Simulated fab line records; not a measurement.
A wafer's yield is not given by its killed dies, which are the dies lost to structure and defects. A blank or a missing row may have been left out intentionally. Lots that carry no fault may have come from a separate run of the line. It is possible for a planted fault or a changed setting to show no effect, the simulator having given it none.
Which tool was responsible? :: flow n5_finfet :: 9 lots, 27 wafers sampled, at 5 steps of a route of 1938

## WHAT THE GAUGES READ, wafer by wafer
N5_BEOL_M4_RC_MEAS_101.
lot: L598
measured: day 7 19:14
on: prober-02
DIBL_N (mV/V): 37.8 37.2 38.0
DIBL_P (mV/V): 35.0 35.9 36.3
IOFF_N (nA/um): 0.163 0.155 0.161
IOFF_P (nA/um): 0.205 0.225 0.222
ION_N (uA/um): 663 672 664
ION_P (uA/um): 456 466 457
SS_N (mV/dec): 72.0 71.1 71.8
SS_P (mV/dec): 73.1 72.1 73.2
VT_N (mV): 250.6 249.4 250.6
VT_P (mV): -251.6 -249.4 -248.1

lot: L599
measured: day 8 05:42
on: prober-02
DIBL_N (mV/V): 36.4 37.6 36.8
DIBL_P (mV/V): 35.9 36.8 35.5
IOFF_N (nA/um): 0.157 0.184 0.168
IOFF_P (nA/um): 0.212 0.222 0.214
ION_N (uA/um): 680 685 683
ION_P (uA/um): 470 468 468
SS_N (mV/dec): 70.9 71.6 71.6
SS_P (mV/dec): 73.2 73.4 72.8
VT_N (mV): 248.7 247.1 247.9
VT_P (mV): -249.4 -247.8 -248.2

lot: L603
measured: day 9 05:01
on: prober-02
DIBL_N (mV/V): 35.4 36.2 33.2
DIBL_P (mV/V): 36.3 37.1 33.3
IOFF_N (nA/um): 0.174 0.183 0.131
IOFF_P (nA/um): 0.253 0.274 0.208
ION_N (uA/um): 677 678 675
ION_P (uA/um): 470 472 471
SS_N (mV/dec): 71.4 71.1 71.1
SS_P (mV/dec): 73.0 73.0 72.1
VT_N (mV): 247.8 246.7 250.9
VT_P (mV): -245.6 -242.0 -245.3

lot: L604
measured: day 9 20:55
on: prober-01
DIBL_N (mV/V): 33.7 36.4 37.4
DIBL_P (mV/V): 33.6 36.3 38.2
IOFF_N (nA/um): 0.121 0.162 0.174
IOFF_P (nA/um): 0.176 0.223 0.237
ION_N (uA/um): 664 671 670
ION_P (uA/um): 462 461 458
SS_N (mV/dec): 70.7 70.9 71.6
SS_P (mV/dec): 72.0 72.7 73.3
VT_N (mV): 253.4 249.2 249.3
VT_P (mV): -253.6 -250.1 -247.8

lot: L607
measured: day 10 17:31
on: prober-02
DIBL_N (mV/V): 35.0 35.8 35.3
DIBL_P (mV/V): 36.0 36.0 36.2
IOFF_N (nA/um): 0.133 0.146 0.143
IOFF_P (nA/um): 0.176 0.171 0.181
ION_N (uA/um): 668 657 675
ION_P (uA/um): 463 446 459
SS_N (mV/dec): 71.6 71.3 71.8
SS_P (mV/dec): 73.2 72.7 73.3
VT_N (mV): 250.4 252.2 248.1
VT_P (mV): -252.8 -252.0 -255.4

lot: L612
measured: day 11 14:55
on: prober-01
DIBL_N (mV/V): 35.0 35.0 35.4
DIBL_P (mV/V): 35.2 35.0 35.9
IOFF_N (nA/um): 0.154 0.155 0.172
IOFF_P (nA/um): 0.215 0.213 0.230
ION_N (uA/um): 688 680 681
ION_P (uA/um): 472 469 466
SS_N (mV/dec): 71.2 70.3 71.2
SS_P (mV/dec): 74.1 73.4 73.5
VT_N (mV): 246.0 250.0 244.4
VT_P (mV): -248.1 -248.0 -247.5

lot: L615
measured: day 12 05:59
on: prober-02
DIBL_N (mV/V): 40.7 37.8 38.3
DIBL_P (mV/V): 39.0 36.8 36.3
IOFF_N (nA/um): 0.230 0.179 0.175
IOFF_P (nA/um): 0.267 0.214 0.209
ION_N (uA/um): 675 682 669
ION_P (uA/um): 460 466 454
SS_N (mV/dec): 72.9 71.9 72.8
SS_P (mV/dec): 74.4 74.1 73.3
VT_N (mV): 247.4 247.4 249.5
VT_P (mV): -248.4 -249.9 -248.8

lot: L613
measured: day 12 08:04
on: prober-02
DIBL_N (mV/V): 36.4 38.5 36.7
DIBL_P (mV/V): 35.6 38.1 36.1
IOFF_N (nA/um): 0.141 0.177 0.150
IOFF_P (nA/um): 0.203 0.247 0.213
ION_N (uA/um): 683 692 676
ION_P (uA/um): 470 472 467
SS_N (mV/dec): 71.8 71.7 72.1
SS_P (mV/dec): 73.0 73.6 72.8
VT_N (mV): 250.3 246.2 248.3
VT_P (mV): -251.5 -246.2 -247.7

lot: L620
measured: day 13 09:50
on: prober-02
DIBL_N (mV/V): 34.1 37.0 35.6
DIBL_P (mV/V): 32.7 36.4 35.0
IOFF_N (nA/um): 0.122 0.164 0.149
IOFF_P (nA/um): 0.172 0.225 0.198
ION_N (uA/um): 674 673 691
ION_P (uA/um): 465 463 470
SS_N (mV/dec): 70.9 71.6 71.2
SS_P (mV/dec): 72.6 73.3 73.7
VT_N (mV): 252.4 248.5 247.3
VT_P (mV): -251.9 -248.6 -248.5

N5_BEOL_M12_OVL_MEAS_11.
lot: L598
measured: day 10 12:31
on: overlay-01
V11_OVL (nm): 3 13 2

lot: L599
measured: day 10 16:16
on: overlay-02
V11_OVL (nm): -3 5 -6

lot: L603
measured: day 12 05:01
on: overlay-01
V11_OVL (nm): 4 -3 -6

lot: L604
measured: day 12 17:14
on: overlay-01
V11_OVL (nm): 1 1 3

lot: L607
measured: day 13 08:56
on: overlay-01
V11_OVL (nm): 8 0 9

lot: L612
measured: day 14 07:18
on: overlay-01
V11_OVL (nm): 13 20 12

lot: L615
measured: day 14 19:18
on: overlay-01
V11_OVL (nm): 6 4 7

lot: L613
measured: day 14 19:52
on: overlay-02
V11_OVL (nm): 7 5 3

lot: L620
measured: day 16 01:49
on: overlay-01
V11_OVL (nm): 0 7 14

N5_BEOL_M12_OCD_MEAS_35.
lot: L598
measured: day 10 14:13
on: ocd-02
trench_depth_nm (nm): 319 310 319

lot: L599
measured: day 10 18:06
on: ocd-01
trench_depth_nm (nm): 320 314 320

lot: L603
measured: day 12 06:55
on: ocd-01
trench_depth_nm (nm): 327 319 324

lot: L604
measured: day 12 18:44
on: ocd-01
trench_depth_nm (nm): 321 325 322

lot: L607
measured: day 13 10:25
on: ocd-01
trench_depth_nm (nm): 325 323 328

lot: L612
measured: day 14 08:55
on: ocd-02
trench_depth_nm (nm): 322 315 322

lot: L615
measured: day 14 21:35
on: ocd-01
trench_depth_nm (nm): - - -

lot: L613
measured: day 14 22:23
on: ocd-02
trench_depth_nm (nm): - - -

lot: L620
measured: day 16 03:38
on: ocd-02
trench_depth_nm (nm): 318 320 325

## WHAT TOOL EACH LOT RAN ON (gives the tool, then ch and the chambers of the sampled wafers, and finally the start)
lot: L598
N5_BEOL_M12_ETCH_59: rie_diel-06 ch 1,3, day 10 12:36
N5_BEOL_M12_ETCH_67: rie_diel-06 ch 1,3, day 10 13:44

lot: L599
N5_BEOL_M12_ETCH_59: rie_diel-06 ch 1,3, day 10 16:21
N5_BEOL_M12_ETCH_67: rie_diel-04 ch 1,3, day 10 17:37

lot: L603
N5_BEOL_M12_ETCH_59: rie_diel-02 ch 0,1,3, day 12 05:11
N5_BEOL_M12_ETCH_67: rie_diel-04 ch 0,3, day 12 06:26

lot: L604
N5_BEOL_M12_ETCH_59: rie_diel-04 ch 1,2,3, day 12 17:20
N5_BEOL_M12_ETCH_67: rie_diel-02 ch 1,2, day 12 18:14

lot: L607
N5_BEOL_M12_ETCH_59: rie_diel-02 ch 0,1,3, day 13 09:02
N5_BEOL_M12_ETCH_67: rie_diel-02 ch 0,1,3, day 13 09:56

lot: L612
N5_BEOL_M12_ETCH_59: rie_diel-02 ch 1,2, day 14 07:23
N5_BEOL_M12_ETCH_67: rie_diel-06 ch 0,1, day 14 08:26

lot: L615
N5_BEOL_M12_ETCH_59: rie_diel-06 ch 1,2,3, day 14 19:23
N5_BEOL_M12_ETCH_67: rie_diel-06 ch 2,3, day 14 21:06

lot: L613
N5_BEOL_M12_ETCH_59: rie_diel-04 ch 2,3, day 14 19:58
N5_BEOL_M12_ETCH_67: rie_diel-04 ch 0,3, day 14 21:54

lot: L620
N5_BEOL_M12_ETCH_59: rie_diel-02 ch 1,3, day 16 01:55
N5_BEOL_M12_ETCH_67: rie_diel-06 ch 0,1,3, day 16 03:10
- N5_BEOL_M12_ETCH_59: etches BARC in N2/H2, target depth 89 nm, overetch 26.7 nm, time 67.9 s.
- N5_BEOL_M12_ETCH_67: etches SiARC in CF4, target depth 143 nm, time 238.3 s.

## WHAT THE TOOLS THEMSELVES READ (means of the sampled wafers that have a number; where no wafer has one, the mark that the record gives instead)
N5_BEOL_M12_ETCH_59.
lot: L598
tool: rie_diel-06
bias_w (W): 149.8
chamber_pressure_mTorr (mTorr): 30.025
drypump_motor_current_A (A): 5.2
oes_product_au (a.u.): 0.70
rf_vpp_V (V): 524.3
showerhead_plenum_p_Torr (Torr): 2.57
throttle_valve_pct (%): 17.94

lot: L599
tool: rie_diel-06
bias_w (W): 149.6
chamber_pressure_mTorr (mTorr): 30.003
drypump_motor_current_A (A): 5.1
oes_product_au (a.u.): 0.66
rf_vpp_V (V): 523.5
showerhead_plenum_p_Torr (Torr): 2.54
throttle_valve_pct (%): 18.07

lot: L603
tool: rie_diel-02
bias_w (W): 149.7
chamber_pressure_mTorr (mTorr): 29.999
drypump_motor_current_A (A): 5.9
oes_product_au (a.u.): 0.74
rf_vpp_V (V): 526.2
showerhead_plenum_p_Torr (Torr): 2.62
throttle_valve_pct (%): 17.73

lot: L604
tool: rie_diel-04
bias_w (W): 149.8
chamber_pressure_mTorr (mTorr): 30.010
drypump_motor_current_A (A): 5.4
oes_product_au (a.u.): 0.65
rf_vpp_V (V): 523.9
showerhead_plenum_p_Torr (Torr): 2.54
throttle_valve_pct (%): 17.92

lot: L607
tool: rie_diel-02
bias_w (W): 150.1
chamber_pressure_mTorr (mTorr): 30.005
drypump_motor_current_A (A): 5.9
oes_product_au (a.u.): 0.73
rf_vpp_V (V): 525.0
showerhead_plenum_p_Torr (Torr): 2.62
throttle_valve_pct (%): 17.73

lot: L612
tool: rie_diel-02
bias_w (W): 150.0
chamber_pressure_mTorr (mTorr): 30.000
drypump_motor_current_A (A): 5.5
oes_product_au (a.u.): 0.68
rf_vpp_V (V): 523.4
showerhead_plenum_p_Torr (Torr): 2.52
throttle_valve_pct (%): 18.04

lot: L615
tool: rie_diel-06
bias_w (W): 150.0
chamber_pressure_mTorr (mTorr): 29.992
drypump_motor_current_A (A): 5.5
oes_product_au (a.u.): 0.71
rf_vpp_V (V): 522.9
showerhead_plenum_p_Torr (Torr): 2.51
throttle_valve_pct (%): 17.86

lot: L613
tool: rie_diel-04
bias_w (W): 149.7
chamber_pressure_mTorr (mTorr): 30.035
drypump_motor_current_A (A): 5.4
oes_product_au (a.u.): 0.65
rf_vpp_V (V): 523.5
showerhead_plenum_p_Torr (Torr): 2.54
throttle_valve_pct (%): 17.90

lot: L620
tool: rie_diel-02
bias_w (W): 149.9
chamber_pressure_mTorr (mTorr): 30.002
drypump_motor_current_A (A): 6.4
oes_product_au (a.u.): 0.71
rf_vpp_V (V): 523.0
showerhead_plenum_p_Torr (Torr): 2.54
throttle_valve_pct (%): 17.80

N5_BEOL_M12_ETCH_67.
lot: L598
tool: rie_diel-06
bias_w (W): 36.02
cf4_flow_sccm (sccm): 100.0
drypump_motor_current_A (A): 5.2
etch_rf_on_time_s (s): 238
mfc_ar_sccm (sccm): 100.14
oes_product_au (a.u.): 0.70
rf_vpp_V (V): 184.3
showerhead_plenum_p_Torr (Torr): 2.16
throttle_valve_pct (%): 15.64

lot: L599
tool: rie_diel-04
bias_w (W): 35.94
cf4_flow_sccm (sccm): 100.2
drypump_motor_current_A (A): 5.5
etch_rf_on_time_s (s): 236
mfc_ar_sccm (sccm): 99.90
oes_product_au (a.u.): 0.64
rf_vpp_V (V): 183.5
showerhead_plenum_p_Torr (Torr): 2.14
throttle_valve_pct (%): 15.68

lot: L603
tool: rie_diel-04
bias_w (W): 35.89
cf4_flow_sccm (sccm): 99.6
drypump_motor_current_A (A): 6.0
etch_rf_on_time_s (s): 236
mfc_ar_sccm (sccm): 100.02
oes_product_au (a.u.): 0.67
rf_vpp_V (V): 184.9
showerhead_plenum_p_Torr (Torr): 2.16
throttle_valve_pct (%): 15.37

lot: L604
tool: rie_diel-02
bias_w (W): 35.92
cf4_flow_sccm (sccm): 100.0
drypump_motor_current_A (A): 5.5
etch_rf_on_time_s (s): 235
mfc_ar_sccm (sccm): 99.95
oes_product_au (a.u.): 0.69
rf_vpp_V (V): 183.5
showerhead_plenum_p_Torr (Torr): 2.12
throttle_valve_pct (%): 15.67

lot: L607
tool: rie_diel-02
bias_w (W): 36.00
cf4_flow_sccm (sccm): 100.1
drypump_motor_current_A (A): 5.9
etch_rf_on_time_s (s): 231
mfc_ar_sccm (sccm): 100.16
oes_product_au (a.u.): 0.75
rf_vpp_V (V): 184.6
showerhead_plenum_p_Torr (Torr): 2.20
throttle_valve_pct (%): 15.43

lot: L612
tool: rie_diel-06
bias_w (W): 36.06
cf4_flow_sccm (sccm): 99.8
drypump_motor_current_A (A): 5.6
etch_rf_on_time_s (s): 237
mfc_ar_sccm (sccm): 100.01
oes_product_au (a.u.): 0.80
rf_vpp_V (V): 183.7
showerhead_plenum_p_Torr (Torr): 2.13
throttle_valve_pct (%): 15.37

lot: L615
tool: rie_diel-06
bias_w (W): -
cf4_flow_sccm (sccm): -
drypump_motor_current_A (A): -
etch_rf_on_time_s (s): -
mfc_ar_sccm (sccm): -
oes_product_au (a.u.): -
rf_vpp_V (V): -
showerhead_plenum_p_Torr (Torr): -
throttle_valve_pct (%): -

lot: L613
tool: rie_diel-04
bias_w (W): -
cf4_flow_sccm (sccm): -
drypump_motor_current_A (A): -
etch_rf_on_time_s (s): -
mfc_ar_sccm (sccm): -
oes_product_au (a.u.): -
rf_vpp_V (V): -
showerhead_plenum_p_Torr (Torr): -
throttle_valve_pct (%): -

lot: L620
tool: rie_diel-06
bias_w (W): 36.02
cf4_flow_sccm (sccm): 100.0
drypump_motor_current_A (A): 5.3
etch_rf_on_time_s (s): 237
mfc_ar_sccm (sccm): 100.01
oes_product_au (a.u.): 0.75
rf_vpp_V (V): 184.3
showerhead_plenum_p_Torr (Torr): 2.12
throttle_valve_pct (%): 15.46

## THE ANSWER, worked out from the rows above alone
Rule: usual is defined by the lots themselves. Put in order of their means at a reading, lots are off if they are a third of the lots or fewer, leave a main group of 4 or more, and stand apart from it by a gap of 3 or more times the standard deviation of the main group's means; of several such gaps the widest counts. The tables above print the reading to a certain number of digits; a main group whose means all agree to those digits is not used. Also off: a lot with no number at a reading for which 4 or more lots have one. Any other lot the step has rows for is counted as sound. Order of review: gauges by route order, followed by the tools' own readings, for which a lot's mean as printed above is used. At the first step where some lot is off, the reading lying furthest off is the one used; lots without a number count as furthest.
Off at N5_BEOL_M12_OCD_MEAS_35 (trench_depth_nm): L615, L613. Without a number there: L615, L613. Mean 321 nm and standard deviation 3 in the main group.
A tool fits if, at a process step before that reading, it ran every lot that is off, and no sound lot after the first of them. Not tried: the gauges at N5_BEOL_M12_OCD_MEAS_35; whatever is off there is also off at N5_BEOL_M12_ETCH_67, on other tools, and gauge error can't account for it. None of those tried fits.

## WHAT THE SIMULATOR HAD INSERTED
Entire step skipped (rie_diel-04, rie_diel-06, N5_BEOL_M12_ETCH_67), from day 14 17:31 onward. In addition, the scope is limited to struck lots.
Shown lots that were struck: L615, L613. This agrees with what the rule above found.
